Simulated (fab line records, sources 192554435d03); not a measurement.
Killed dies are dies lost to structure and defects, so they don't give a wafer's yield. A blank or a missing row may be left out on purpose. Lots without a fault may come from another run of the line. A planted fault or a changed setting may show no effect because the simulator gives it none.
Which tool did it? | flow n5_finfet | 10 lots, 30 wafers sampled, at 2 steps of a route of 1938

WHAT THE GAUGES READ, wafer by wafer
N5_HKMG_FIN_CD_MEAS_12: target cd 92.8 nm.
lot  | measured    | on        | cd_nm (nm)
L075 | day 4 10:50 | cd_sem-03 | 93.1 93.2 93.1
L077 | day 5 00:10 | cd_sem-03 | 92.6 92.9 92.6
L080 | day 5 18:41 | cd_sem-03 | 92.0 92.6 92.5
L082 | day 6 08:14 | cd_sem-02 | 93.7 93.3 92.0
L085 | day 7 05:30 | cd_sem-03 | 92.5 92.5 91.6
L087 | day 7 12:55 | cd_sem-01 | 92.8 93.0 93.0
L089 | day 7 23:45 | cd_sem-01 | 93.1 92.9 92.5
L092 | day 8 20:10 | cd_sem-02 | 92.6 93.0 93.4
L095 | day 9 08:09 | cd_sem-02 | 93.2 92.9 93.2
L097 | day 9 21:02 | cd_sem-02 | 92.6 92.9 93.7

WHICH TOOL RAN EACH LOT (tool, then ch and the chambers of the sampled wafers, then the start)
lot  | N5_HKMG_FIN_STRIP_93
L075 | rie_diel-02 ch 0,2,3, day 4 08:16
L077 | rie_diel-02 ch 0,1, day 4 21:37
L080 | rie_diel-05 ch 0,3, day 5 16:16
L082 | rie_diel-02 ch 0,1,2, day 6 05:48
L085 | rie_diel-05 ch 0,1,3, day 7 02:52
L087 | rie_diel-05 ch 1,2,3, day 7 10:14
L089 | rie_diel-04 ch 1,2,3, day 7 21:08
L092 | rie_diel-04 ch 0,2,3, day 8 17:37
L095 | rie_diel-04 ch 1,2,3, day 9 05:43
L097 | rie_diel-04 ch 0,1,2, day 9 18:26
- N5_HKMG_FIN_STRIP_93: strips SOC in N2/H2, time 20 s.

THE ANSWER, worked out from the rows above alone
Rule: what is usual is taken from the lots themselves. Put in order of their means at a reading, lots are off if they are a third of the lots or fewer, leave a main group of 4 or more, and stand apart from it by a gap of 3 or more times the standard deviation of the main group's means; of several such gaps the widest counts. A main group whose means are all the same, to the digits that the tables above print for the reading, isn't used. A lot without any number at a reading at which 4 lots or more have one is off too. The other lots that the step has rows for count as sound.
No lot is off at any reading shown: from this, nothing can be told.

WHAT THE SIMULATOR HAD PUT IN
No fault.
